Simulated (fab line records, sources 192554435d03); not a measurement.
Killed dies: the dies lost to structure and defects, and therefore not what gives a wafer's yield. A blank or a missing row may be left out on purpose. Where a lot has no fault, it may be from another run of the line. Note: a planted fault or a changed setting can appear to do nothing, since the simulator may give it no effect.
Which tool is to blame? -- flow n5-finfet -- 24 lots, 72 wafers sampled, at 5 steps of a route of 1938

WHAT THE GAUGES SHOWED, per wafer
N5_BEOL_M1_INSPECT_13: inspects for defects (brightfield). Usual: raw-defect-count reads 415 (standard deviation 87).
lot,measured,on,raw-defect-count,flag
L074,day 6 01:41,defect-inspect-02,461 392 349,
L075,day 6 09:47,defect-inspect-02,482 357 475,
L076,day 6 22:26,defect-inspect-01,587 460 413,
L078,day 6 23:04,defect-inspect-01,320 303 523,
L077,day 7 02:08,defect-inspect-01,416 364 505,
L079,day 7 09:07,defect-inspect-01,438 383 404,
L080,day 7 09:42,defect-inspect-01,488 614 537,
L081,day 7 19:14,defect-inspect-01,359 423 323,
L082,day 8 00:00,defect-inspect-02,389 415 506,
L083,day 8 05:46,defect-inspect-02,532 450 452,
L084,day 8 09:49,defect-inspect-01,309 340 467,
L085,day 8 17:40,defect-inspect-02,431 370 382,
L087,day 9 15:08,defect-inspect-02,404 414 358,
L086,day 9 15:18,defect-inspect-02,359 455 504,
L088,day 9 23:56,defect-inspect-02,300 422 446,
L089,day 10 00:19,defect-inspect-02,347 506 379,
L090,day 10 00:29,defect-inspect-01,495 538 594,
L091,day 10 06:17,defect-inspect-02,290 388 420,
L092,day 10 16:00,defect-inspect-01,295 487 295,
L093,day 10 18:56,defect-inspect-02,397 340 392,
L094,day 11 00:19,defect-inspect-01,429 459 504,
L095,day 11 13:16,defect-inspect-01,660 494 490,
L096,day 11 15:45,defect-inspect-01,407 376 420,
L097,day 11 17:56,defect-inspect-01,378 414 362,

TOOL THAT RAN EACH LOT (tool first, then ch and the chambers of the sampled wafers, then the start)
lot,N5_BEOL_M0_STRIP_142,N5_BEOL_M0_ANNEAL_119,N5_BEOL_M0_CO_CAP_123,N5_BEOL_M1_HM_DEP_02
L074,"rie-diel-05 ch 0,1,2, day 5 19:43","rtp-anneal-02 ch 0, day 5 22:01","cvd-co-01 ch 0,2, day 5 22:39","pvd-sputter-01, day 6 01:13"
L075,"rie-diel-01 ch 0,3, day 6 01:38","rtp-anneal-02 ch 0, day 6 05:43","cvd-co-02 ch 0,1,2, day 6 07:13","pvd-sputter-02, day 6 08:30"
L076,"rie-diel-01 ch 1,3, day 6 13:05","rtp-anneal-01 ch 0, day 6 15:16","cvd-co-02 ch 0,1, day 6 15:56","pvd-sputter-01, day 6 17:23"
L078,"rie-diel-02 ch 0,1,3, day 6 18:53","rtp-anneal-02 ch 0, day 6 21:25","cvd-co-01 ch 0,2, day 6 22:04","pvd-sputter-01, day 6 22:28"
L077,"rie-diel-01 ch 2,3, day 6 20:28","rtp-anneal-02 ch 0, day 6 22:55","cvd-co-01 ch 0,2, day 6 23:32","pvd-sputter-03, day 7 01:40"
L079,"rie-diel-05 ch 0,1,2, day 7 04:59","rtp-anneal-01 ch 0, day 7 07:09","cvd-co-01 ch 0,1,2, day 7 07:43","pvd-sputter-03, day 7 08:30"
L080,"rie-diel-02 ch 0,1,3, day 7 06:17","rtp-anneal-01 ch 0, day 7 08:14","cvd-co-02 ch 1,2, day 7 08:49","pvd-sputter-02, day 7 09:13"
L081,"rie-diel-02 ch 1,2,3, day 7 13:37","rtp-anneal-01 ch 0, day 7 17:19","cvd-co-01 ch 0,1, day 7 17:54","pvd-sputter-01, day 7 18:45"
L082,"rie-diel-02 ch 0,1,2, day 7 17:58","rtp-anneal-02 ch 0, day 7 20:14","cvd-co-02 ch 0,1,2, day 7 20:54","pvd-sputter-03, day 7 23:24"
L083,"rie-diel-01 ch 2,3, day 7 23:23","rtp-anneal-02 ch 0, day 8 03:07","cvd-co-02 ch 0,1,2, day 8 03:41","pvd-sputter-01, day 8 05:10"
L084,"rie-diel-01 ch 0,2, day 8 03:16","rtp-anneal-02 ch 0, day 8 06:35","cvd-co-02 ch 0,2, day 8 07:13","pvd-sputter-03, day 8 09:20"
L085,"rie-diel-05 ch 0,1,3, day 8 12:40","rtp-anneal-02 ch 0, day 8 15:13","cvd-co-02 ch 1,2, day 8 15:53","pvd-sputter-02, day 8 17:04"
L087,"rie-diel-01 ch 0,1, day 9 08:13","rtp-anneal-02 ch 0, day 9 11:09","cvd-co-01 ch 1,2, day 9 11:46","pvd-sputter-01, day 9 14:29"
L086,"rie-diel-01 ch 0,1,3, day 9 08:20","rtp-anneal-01 ch 0, day 9 11:10","cvd-co-01 ch 1,2, day 9 11:53","pvd-sputter-01, day 9 14:35"
L088,"rie-diel-05 ch 0,1,2, day 9 19:33","rtp-anneal-01 ch 0, day 9 21:26","cvd-co-02 ch 0,2, day 9 22:03","pvd-sputter-02, day 9 23:27"
L089,"rie-diel-05 ch 0,1,3, day 9 19:40","rtp-anneal-01 ch 0, day 9 21:40","cvd-co-01 ch 1,2, day 9 22:19","pvd-sputter-02, day 9 23:41"
L090,"rie-diel-01 ch 1,2,3, day 9 20:02","rtp-anneal-01 ch 0, day 9 22:03","cvd-co-02 ch 0,1, day 9 22:44","pvd-sputter-01, day 9 23:43"
L091,"rie-diel-05 ch 0,1,2, day 10 02:28","rtp-anneal-01 ch 0, day 10 03:59","cvd-co-02 ch 0,1,2, day 10 04:39","pvd-sputter-03, day 10 05:49"
L092,"rie-diel-01 ch 0,2,3, day 10 11:44","rtp-anneal-02 ch 0, day 10 13:52","cvd-co-01 ch 1,2, day 10 14:27","pvd-sputter-01, day 10 15:22"
L093,"rie-diel-01 ch 1,2,3, day 10 14:43","rtp-anneal-01 ch 0, day 10 16:31","cvd-co-02 ch 0,2, day 10 17:12","pvd-sputter-02, day 10 18:20"
L094,"rie-diel-05 ch 0,1,2, day 10 18:53","rtp-anneal-02 ch 0, day 10 22:22","cvd-co-02 ch 0,1,2, day 10 22:56","pvd-sputter-02, day 10 23:50"
L095,"rie-diel-02 ch 0,1,3, day 11 03:41","rtp-anneal-02 ch 0, day 11 09:59","cvd-co-02 ch 0,2, day 11 11:05","pvd-sputter-01, day 11 12:48"
L096,"rie-diel-02 ch 1,2,3, day 11 10:14","rtp-anneal-02 ch 0, day 11 12:32","cvd-co-02 ch 0,2, day 11 13:14","pvd-sputter-02, day 11 15:09"
L097,"rie-diel-05 ch 1,2,3, day 11 12:59","rtp-anneal-01 ch 0, day 11 16:14","cvd-co-02 ch 1,2, day 11 16:50","pvd-sputter-03, day 11 17:28"
- N5_BEOL_M0_STRIP_142: strips in N2/H2, time 10 s.
- N5_BEOL_M0_ANNEAL_119: time 90 s.
- N5_BEOL_M0_CO_CAP_123: material Co, precursor CCTBA/H2, target thk 2 nm, time 102.1 s.
- N5_BEOL_M1_HM_DEP_02: deposits TiN, target thk 20 nm.

AS READ BY THE TOOLS THEMSELVES (means over the sampled wafers that have a number; for cases with no such wafer, the mark the record gives instead)
N5_BEOL_M0_STRIP_142. Usual: drypump-motor-current-A 5.9 A, standard deviation 0.56; oes-product-au 0.80 a.u., standard deviation 0.087; rf-vpp-V 59.2 V, standard deviation 0.82; showerhead-plenum-p-Torr 2.54 Torr, standard deviation 0.091; throttle-valve-pct 23.74 %, standard deviation 0.23.
lot,tool,drypump-motor-current-A (A),oes-product-au (a.u.),rf-vpp-V (V),showerhead-plenum-p-Torr (Torr),throttle-valve-pct (%),flag
L074,rie-diel-05,6.3,0.83,59.8,2.57,23.71,
L075,rie-diel-01,5.3,0.71,58.0,2.52,23.88,
L076,rie-diel-01,5.8,0.84,59.2,2.57,23.97,
L078,rie-diel-02,5.7,0.73,59.6,2.49,23.59,
L077,rie-diel-01,6.4,0.76,59.8,2.55,23.73,
L079,rie-diel-05,6.4,0.81,59.1,2.56,23.72,
L080,rie-diel-02,5.7,0.73,58.8,2.49,23.60,
L081,rie-diel-02,5.4,0.81,59.1,2.52,23.59,
L082,rie-diel-02,5.5,0.79,59.2,2.44,23.55,
L083,rie-diel-01,6.3,0.76,59.6,2.55,23.74,
L084,rie-diel-01,6.3,0.82,59.0,2.52,23.50,
L085,rie-diel-05,6.4,0.82,60.2,2.59,23.68,
L087,rie-diel-01,5.5,0.90,59.0,2.52,23.58,
L086,rie-diel-01,5.6,0.84,59.3,2.54,23.82,
L088,rie-diel-05,6.4,0.78,59.0,2.55,23.75,
L089,rie-diel-05,6.4,0.80,59.1,2.59,23.70,
L090,rie-diel-01,6.1,0.78,59.6,2.55,23.88,
L091,rie-diel-05,6.4,0.78,58.9,2.55,23.76,
L092,rie-diel-01,5.8,0.78,59.1,2.52,23.71,
L093,rie-diel-01,6.0,0.78,58.9,2.55,23.89,
L094,rie-diel-05,6.3,0.77,60.5,2.55,23.76,
L095,rie-diel-02,5.7,0.79,59.2,2.58,23.53,
L096,rie-diel-02,5.4,0.77,58.4,2.51,23.65,
L097,rie-diel-05,6.2,0.81,59.8,2.56,23.84,

N5_BEOL_M0_ANNEAL_119. Usual: wafer_temp_C_max reads 225.84 (standard deviation 0.24).
lot,tool,wafer_temp_C_max,flag
L074,rtp-anneal-02,225.86,
L075,rtp-anneal-02,225.78,
L076,rtp-anneal-01,225.93,
L078,rtp-anneal-02,225.77,
L077,rtp-anneal-02,226.03,
L079,rtp-anneal-01,225.84,
L080,rtp-anneal-01,226.03,
L081,rtp-anneal-01,225.81,
L082,rtp-anneal-02,225.51,
L083,rtp-anneal-02,225.90,
L084,rtp-anneal-02,225.73,
L085,rtp-anneal-02,225.78,
L087,rtp-anneal-02,225.76,
L086,rtp-anneal-01,226.09,
L088,rtp-anneal-01,226.10,
L089,rtp-anneal-01,226.29,
L090,rtp-anneal-01,226.09,
L091,rtp-anneal-01,226.07,
L092,rtp-anneal-02,225.68,
L093,rtp-anneal-01,225.83,
L094,rtp-anneal-02,225.85,
L095,rtp-anneal-02,225.78,
L096,rtp-anneal-02,225.93,
L097,rtp-anneal-01,226.01,

N5_BEOL_M0_CO_CAP_123. Usual: heater-power-w reads 252 W (standard deviation 19).
lot,tool,heater-power-w (W),flag
L074,cvd-co-01,251,
L075,cvd-co-02,262,
L076,cvd-co-02,262,
L078,cvd-co-01,249,
L077,cvd-co-01,235,
L079,cvd-co-01,235,
L080,cvd-co-02,262,
L081,cvd-co-01,222,
L082,cvd-co-02,262,
L083,cvd-co-02,261,
L084,cvd-co-02,249,
L085,cvd-co-02,270,
L087,cvd-co-01,234,
L086,cvd-co-01,237,
L088,cvd-co-02,256,
L089,cvd-co-01,241,
L090,cvd-co-02,267,
L091,cvd-co-02,262,
L092,cvd-co-01,235,
L093,cvd-co-02,260,
L094,cvd-co-02,262,
L095,cvd-co-02,262,
L096,cvd-co-02,257,
L097,cvd-co-02,265,

N5_BEOL_M1_HM_DEP_02. Usual: chamber-pressure-pa 0.4999 Pa, standard deviation 0.00099; throttle-valve-pct 30.2 %, standard deviation 0.88.
lot,tool,chamber-pressure-pa (Pa),throttle-valve-pct (%),flag
L074,pvd-sputter-01,0.4992,30.1,
L075,pvd-sputter-02,0.5004,30.2,
L076,pvd-sputter-01,0.4994,29.7,
L078,pvd-sputter-01,0.5000,29.6,
L077,pvd-sputter-03,0.5001,29.8,
L079,pvd-sputter-03,0.5005,30.8,
L080,pvd-sputter-02,0.4992,30.6,
L081,pvd-sputter-01,0.5000,30.1,
L082,pvd-sputter-03,0.4997,30.5,
L083,pvd-sputter-01,0.5013,29.2,
L084,pvd-sputter-03,0.4994,30.4,
L085,pvd-sputter-02,0.4998,30.1,
L087,pvd-sputter-01,0.5003,29.6,
L086,pvd-sputter-01,0.5007,29.6,
L088,pvd-sputter-02,0.5004,30.6,
L089,pvd-sputter-02,0.5000,30.3,
L090,pvd-sputter-01,0.5006,30.4,
L091,pvd-sputter-03,0.5005,30.9,
L092,pvd-sputter-01,0.4996,29.4,
L093,pvd-sputter-02,0.4995,30.8,
L094,pvd-sputter-02,0.4998,31.0,
L095,pvd-sputter-01,0.5000,29.3,
L096,pvd-sputter-02,0.5008,30.4,
L097,pvd-sputter-03,0.4998,29.8,

THE ANSWER, worked out from the rows above alone
Rule: a lot counts as off when the mean over its wafers that have a number is more than 3 standard deviations away from the usual mean. Also off: a lot with no number at a reading for which 4 or more lots have one. Any other lot the step has rows for is counted as sound. Order of review: gauges by route order, followed by the tools' own readings, for which a lot's mean as printed above is used. At the first step where some lot is off, the reading lying furthest off is the one used; lots without a number count as furthest.
No lot is off at any reading shown: from this, nothing can be told.

WHAT THE SIMULATOR HAD PUT IN
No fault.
